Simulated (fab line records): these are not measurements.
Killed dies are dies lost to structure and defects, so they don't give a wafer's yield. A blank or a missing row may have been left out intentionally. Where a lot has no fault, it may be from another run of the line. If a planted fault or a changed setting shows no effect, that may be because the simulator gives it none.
Split-lot study    flow n5-finfet    on a route of 1938 steps: 7 lots, 21 wafers read

ABOUT THE SPLIT
At N5_MOL_CONTACT_COAG_COAT_63 (time 60 s, resist thk 10 nm), the setting spin-rpm was moved away from the recipe's 1500 rpm on 5 of the 21 wafers read, by -6.0% to +9.1%. All remaining wafers had this setting at the recipe value.

FROM THE SPLIT TO THE READING: what the file shows between them, 7 steps
- N5_MOL_CONTACT_COAG_COAT_64: time 60 s, resist thk 10 nm
- N5_MOL_CONTACT_COAG_COAT_34: resist thk 40 nm
- N5_MOL_CONTACT_COAG_DESCUM_45: chemistry O2, time 7 s
- N5_MOL_CONTACT_COAG_ETCH_65: etches underlayer in N2/H2, target depth 13 nm, time 10.4 s
- N5_MOL_CONTACT_COAG_ETCH_66: etches SiARC in CF4, target depth 13 nm, time 21.7 s
- N5_MOL_CONTACT_COAG_ALD_133: deposits SiO2, target thk 5 nm, pulse time 1 s, co reactant pulse time 1 s
- N5_MOL_CONTACT_COAG_ETCHBACK_134: etches SiO2 in CHF3, target depth 10 nm, time 6.7 s

THE READING
SiARC_of_MOL_CONTACT_COAG_COAT_63.thk-nm (the simulator's own value, which no gauge read), in nm, at N5_MOL_CONTACT_COAG_ETCH_67 (etches SOC in N2/H2, target depth 60 nm, overetch 21 nm, time 101.2 s). There is no usual value for it anywhere in the file. Average 5.8 nm, standard deviation 0.071 nm, over the 16 wafers here run with the recipe.

wafer   tool, chamber at the split  spin-rpm as run, rpm  against the recipe  SiARC_of_MOL_CONTACT_COAG_COAT_63.thk-nm, nm  against lot-mates on the recipe
L076.1  litho-track-01, 0           1500                  recipe              5.8                                           -
L076.4  litho-track-01, 0           1500                  recipe              5.8                                           -
L076.5  litho-track-01, 0           1500                  recipe              5.8                                           -
L079.3  litho-track-01, 0           1500                  recipe              5.8                                           -
L079.4  litho-track-01, 0           1500                  recipe              5.8                                           -
L079.6  litho-track-01, 0           1500                  recipe              5.8                                           -
L080.4  litho-track-03, 0           1500                  recipe              5.8                                           -
L080.5  litho-track-03, 0           1500                  recipe              5.8                                           -
L080.6  litho-track-03, 0           1500                  recipe              5.8                                           -
L084.1  litho-track-03, 0           1560                  +4.0%               5.6                                           -0.4
L084.4  litho-track-03, 0           1500                  recipe              6                                             -
L084.5  litho-track-03, 0           1560                  +4.0%               5.6                                           -0.4
L090.1  litho-track-01, 0           1500                  recipe              5.8                                           -
L090.2  litho-track-01, 0           1410                  -6.0%               6.2                                           +0.4
L090.4  litho-track-01, 0           1500                  recipe              5.8                                           -
L095.1  litho-track-03, 0           1636                  +9.1%               5.4                                           -0.4
L095.2  litho-track-03, 0           1500                  recipe              5.8                                           -
L095.4  litho-track-03, 0           1636                  +9.1%               5.2                                           -0.6
L097.1  litho-track-01, 0           1500                  recipe              5.8                                           -
L097.5  litho-track-01, 0           1500                  recipe              5.6                                           -
L097.6  litho-track-01, 0           1500                  recipe              5.8                                           -

THE FIT
A straight line over all 21 wafers: SiARC_of_MOL_CONTACT_COAG_COAT_63.thk-nm changes by -0.0568 nm for each +1% of spin-rpm; r = -0.93; the points scatter about the line by 0.074 nm.
The same after taking each lot's own level away (the mean of its wafers on the recipe; 21 wafers): -0.0625 nm for each +1%; r = -0.94; scatter 0.073 nm.
According to that fit, moving spin-rpm by its largest amount changes the reading by 0.57 nm.
From 5.73 to 6.00 nm: that is the span of the lots' own levels, equal to 3.8 times the standard deviation above.
The two slopes are in agreement: the lot-to-lot level therefore moves the slope only a little.
Check: -0.67 nm against its lot-mates is what the line predicts for one of the wafers moved furthest among these (+9.1%) when that wafer is left out of the fit. It came out at -0.4 nm against them.

THE WHOLE CHAIN: every reading that the file lists as answering this split, in the file's order
step                         what it does                                                           reading                                                                                    change (the file's fit)                 r (the file's)
N5_MOL_CONTACT_COAG_COAT_63  time 60 s, resist thk 10 nm                                            SiARC_of_MOL_CONTACT_COAG_COAT_63.thk-nm (the simulator's own value, which no gauge read)  -0.0509 nm for each +1% of the setting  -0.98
N5_MOL_CONTACT_COAG_ETCH_66  etches SiARC in CF4, target depth 13 nm, time 21.7 s                   etch.depth-nm (the simulator's own value, which no gauge read)                             -0.0479 nm for each +1% of the setting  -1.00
N5_MOL_CONTACT_COAG_ETCH_67  etches SOC in N2/H2, target depth 60 nm, overetch 21 nm, time 101.2 s  SiARC_of_MOL_CONTACT_COAG_COAT_63.thk-nm (the simulator's own value, which no gauge read)  -0.0636 nm for each +1% of the setting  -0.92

FILE'S OWN FIT
SiARC_of_MOL_CONTACT_COAG_COAT_63.thk-nm changes by -0.0636 nm for each +1% of spin-rpm, r = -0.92.
